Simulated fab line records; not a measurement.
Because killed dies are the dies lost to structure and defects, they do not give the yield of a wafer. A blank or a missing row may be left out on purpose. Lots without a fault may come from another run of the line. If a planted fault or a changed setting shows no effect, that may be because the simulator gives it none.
Which of the tools did it? + flow n5_finfet + 10 lots with 30 wafers sampled at 6 steps, on a route of 1938 steps

WHAT THE GAUGES SHOWED, per wafer
N5_BEOL_M4_RC_MEAS_101. Usual: DIBL_N 36.2 mV/V, standard deviation 1.4; DIBL_P 36.1 mV/V, standard deviation 1.5; IOFF_N 0.153 nA/um, standard deviation 0.02; IOFF_P 0.215 nA/um, standard deviation 0.03; ION_N 672 uA/um, standard deviation 8.6; ION_P 463 uA/um, standard deviation 6.8; SS_N 71.5 mV/dec, standard deviation 0.47; SS_P 73.3 mV/dec, standard deviation 0.57; VT_N 250.6 mV, standard deviation 2.4; VT_P -249 mV, standard deviation 3.2.
| lot  | measured     | on        | DIBL_N (mV/V)  | DIBL_P (mV/V)  | IOFF_N (nA/um)    | IOFF_P (nA/um)    | ION_N (uA/um) | ION_P (uA/um) | SS_N (mV/dec)  | SS_P (mV/dec)  | VT_N (mV)         | VT_P (mV)      | flag |
|------|--------------|-----------|----------------|----------------|-------------------|-------------------|---------------|---------------|----------------|----------------|-------------------|----------------|------|
| L529 | day 8 01:47  | prober-02 | 34.2 36.8 33.5 | 34.5 37.8 33.2 | 0.138 0.194 0.126 | 0.227 0.293 0.204 | 667 698 671   | 469 488 473   | 71.9 72.0 71.0 | 73.4 74.1 73.4 | 252.3 244.4 253.8 | -246 -244 -246 |      |
| L530 | day 8 07:58  | prober-01 | 38.6 38.9 37.4 | 38.4 38.0 36.7 | 0.186 0.179 0.161 | 0.248 0.249 0.224 | 673 676 667   | 464 461 457   | 71.8 73.0 72.1 | 74.6 73.8 73.5 | 246.8 248.2 249.3 | -245 -247 -250 |      |
| L537 | day 9 22:13  | prober-01 | 35.6 34.5 36.8 | 37.4 36.0 39.1 | 0.153 0.135 0.185 | 0.196 0.181 0.229 | 662 667 685   | 455 455 465   | 70.7 71.2 72.3 | 72.7 72.0 73.3 | 250.1 251.2 245.4 | -252 -253 -249 |      |
| L536 | day 10 03:40 | prober-02 | 34.9 36.1 35.3 | 36.3 37.6 36.3 | 0.130 0.150 0.134 | 0.186 0.212 0.204 | 673 668 673   | 461 463 467   | 71.5 71.2 71.8 | 73.1 73.0 73.3 | 254.1 250.0 253.3 | -253 -251 -251 |      |
| L534 | day 10 05:20 | prober-01 | 36.0 35.7 35.8 | 36.4 36.1 37.0 | 0.159 0.144 0.159 | 0.242 0.236 0.255 | 676 666 674   | 472 471 476   | 72.3 71.4 71.3 | 73.8 72.5 73.1 | 249.5 252.1 251.9 | -244 -245 -244 |      |
| L543 | day 12 04:41 | prober-02 | 35.8 38.1 36.9 | 35.7 38.4 37.2 | 0.143 0.181 0.156 | 0.210 0.239 0.218 | 666 682 677   | 454 467 468   | 70.9 72.3 71.6 | 72.8 73.7 73.5 | 251.7 250.4 250.8 | -252 -250 -250 |      |
| L547 | day 12 07:14 | prober-02 | 36.3 37.0 35.8 | 35.7 35.8 34.3 | 0.150 0.161 0.135 | 0.215 0.217 0.189 | 659 677 669   | 459 465 465   | 71.2 71.5 71.2 | 73.9 73.6 72.8 | 250.0 248.7 250.4 | -248 -251 -252 |      |
| L550 | day 13 08:04 | prober-02 | 35.3 34.6 34.8 | 34.7 34.2 34.0 | 0.139 0.141 0.134 | 0.193 0.188 0.191 | 673 679 679   | 460 464 464   | 71.3 70.8 71.5 | 73.2 74.3 73.3 | 253.2 253.1 251.2 | -250 -254 -251 |      |
| L549 | day 13 09:07 | prober-02 | 36.7 36.4 37.6 | 37.1 36.2 37.5 | 0.156 0.150 0.176 | 0.239 0.224 0.252 | 683 676 693   | 472 470 475   | 70.9 71.2 71.9 | 73.3 72.1 73.3 | 252.4 250.8 249.7 | -248 -249 -246 |      |
| L551 | day 13 14:23 | prober-01 | 34.1 36.1 35.6 | 35.2 37.2 36.6 | 0.146 0.166 0.160 | 0.200 0.217 0.213 | 676 667 676   | 467 462 461   | 70.4 71.7 71.5 | 73.2 73.4 73.7 | 249.4 249.0 250.4 | -249 -247 -251 |      |

N5_BEOL_M5_RS_MEAS_57: uses a four-point probe to measure. Usual: M5_RS typically reads 0.390 ohm/sq, with standard deviation 0.01.
| lot  | measured     | on            | M5_RS (ohm/sq)    | flag |
|------|--------------|---------------|-------------------|------|
| L529 | day 8 14:25  | film_metro-01 | 0.395 0.400 0.412 |      |
| L530 | day 8 21:22  | film_metro-01 | 0.369 0.367 0.381 |      |
| L537 | day 10 09:57 | film_metro-01 | 0.378 0.382 0.385 |      |
| L536 | day 10 17:25 | film_metro-02 | 0.383 0.382 0.375 |      |
| L534 | day 10 19:07 | film_metro-01 | 0.414 0.403 0.399 |      |
| L543 | day 12 17:30 | film_metro-01 | 0.388 0.393 0.387 |      |
| L547 | day 12 19:49 | film_metro-01 | 0.374 0.384 0.392 |      |
| L550 | day 13 22:26 | film_metro-02 | 0.397 0.381 0.372 |      |
| L549 | day 13 20:56 | film_metro-01 | 0.389 0.387 0.390 |      |
| L551 | day 14 04:26 | film_metro-02 | 0.393 0.371 0.375 |      |

N5_BEOL_M6_OVL_MEAS_12. Usual: M6_OVL typically reads -0.2 nm, with standard deviation 0.71.
| lot  | measured     | on         | M6_OVL (nm)    | flag |
|------|--------------|------------|----------------|------|
| L529 | day 8 17:39  | overlay-01 | 0.6 0.0 0.1    |      |
| L530 | day 8 23:59  | overlay-02 | -0.4 0.6 -1.8  |      |
| L537 | day 10 12:37 | overlay-01 | -0.6 -1.4 -1.4 |      |
| L536 | day 10 20:11 | overlay-02 | -0.4 -0.5 -0.3 |      |
| L534 | day 10 21:13 | overlay-02 | 1.5 0.9 0.3    |      |
| L543 | day 12 20:26 | overlay-02 | 15.1 16.0 15.4 | OFF  |
| L547 | day 12 21:48 | overlay-02 | 15.7 14.8 16.3 | OFF  |
| L550 | day 14 01:41 | overlay-02 | -0.7 -0.4 -0.9 |      |
| L549 | day 13 22:30 | overlay-02 | 0.0 0.0 -0.1   |      |
| L551 | day 14 06:27 | overlay-02 | 0.3 -0.1 0.8   |      |

TOOL THAT RAN EACH LOT (tool first, then ch and the chambers of the sampled wafers, then the start)
| lot  | N5_BEOL_M5_CURE_80            | N5_BEOL_M5_SURFACE_TREAT_87  | N5_BEOL_M6_EXPOSE_08               |
|------|-------------------------------|------------------------------|------------------------------------|
| L529 | uv_cure-02 ch 2, day 8 07:37  | pvd_sputter-01, day 8 08:45  | arfi_scanner-01 ch 0, day 8 17:29  |
| L530 | uv_cure-02 ch 1, day 8 14:10  | pvd_sputter-03, day 8 15:41  | arfi_scanner-02 ch 0, day 8 23:49  |
| L537 | uv_cure-01 ch 1, day 10 02:49 | pvd_sputter-03, day 10 04:16 | arfi_scanner-03 ch 0, day 10 12:28 |
| L536 | uv_cure-02 ch 1, day 10 09:46 | pvd_sputter-01, day 10 10:34 | arfi_scanner-03 ch 0, day 10 20:01 |
| L534 | uv_cure-02 ch 0, day 10 11:30 | pvd_sputter-03, day 10 12:37 | arfi_scanner-03 ch 0, day 10 21:04 |
| L543 | uv_cure-01 ch 2, day 12 09:08 | pvd_sputter-03, day 12 10:01 | arfi_scanner-03 ch 0, day 12 20:16 |
| L547 | uv_cure-03 ch 2, day 12 13:02 | pvd_sputter-02, day 12 13:45 | arfi_scanner-03 ch 0, day 12 21:39 |
| L550 | uv_cure-02 ch 2, day 13 14:11 | pvd_sputter-02, day 13 15:07 | arfi_scanner-01 ch 0, day 14 01:32 |
| L549 | uv_cure-01 ch 1, day 13 13:59 | pvd_sputter-01, day 13 15:01 | arfi_scanner-02 ch 0, day 13 22:20 |
| L551 | uv_cure-03 ch 0, day 13 22:02 | pvd_sputter-01, day 13 22:41 | arfi_scanner-02 ch 0, day 14 06:17 |
- N5_BEOL_M5_CURE_80: cures SiCOH lowk, time 120 s.
- N5_BEOL_M5_SURFACE_TREAT_87
- N5_BEOL_M6_EXPOSE_08: exposes mask M6.

AS READ BY THE TOOLS THEMSELVES (means over the sampled wafers that have a number; for cases with no such wafer, the mark the record gives instead)
N5_BEOL_M5_CURE_80. Usual: lamp_power_pct 52.32 %, standard deviation 0.057; wafer_temp_C_max 372.0, standard deviation 0.71.
| lot  | tool       | lamp_power_pct (%) | wafer_temp_C_max | flag |
|------|------------|--------------------|------------------|------|
| L529 | uv_cure-02 | 52.28              | 373.0            |      |
| L530 | uv_cure-02 | 52.25              | 372.8            |      |
| L537 | uv_cure-01 | 52.35              | 371.5            |      |
| L536 | uv_cure-02 | 52.35              | 373.0            |      |
| L534 | uv_cure-02 | 52.34              | 371.4            |      |
| L543 | uv_cure-01 | 52.27              | 370.9            |      |
| L547 | uv_cure-03 | 52.35              | 371.8            |      |
| L550 | uv_cure-02 | 52.30              | 372.6            |      |
| L549 | uv_cure-01 | 52.28              | 372.1            |      |
| L551 | uv_cure-03 | 52.35              | 371.8            |      |

THE ANSWER, worked out from the rows above alone
Rule: a lot counts as off when the mean over its wafers that have a number is more than 3 standard deviations away from the usual mean. Also off: a lot with no number at a reading for which 4 or more lots have one. Any other lot the step has rows for is counted as sound. Order of review: gauges by route order, followed by the tools' own readings, for which a lot's mean as printed above is used. At the first step where some lot is off, the reading lying furthest off is the one used; lots without a number count as furthest.
Off: at N5_BEOL_M6_OVL_MEAS_12 (M6_OVL), L543, L547.
A tool fits if, at a process step before that reading, it ran every lot that is off, and no sound lot after the first of them. Those tools and the gauges at N5_BEOL_M6_OVL_MEAS_12 are tried in the same way. One fits: arfi_scanner-03 at N5_BEOL_M6_EXPOSE_08. Its last sound lot is L534 (day 10 21:04), its first lot that is off L543 (day 12 20:16): a fault that began between those two fits.

WHAT WAS PUT IN BY THE SIMULATOR
Scanner matching overlay: arfi_scanner-03, from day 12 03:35 on, at N5_BEOL_M6_EXPOSE_08. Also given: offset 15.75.
Lots struck among those shown: L543, L547. The rule above reached the same finding.
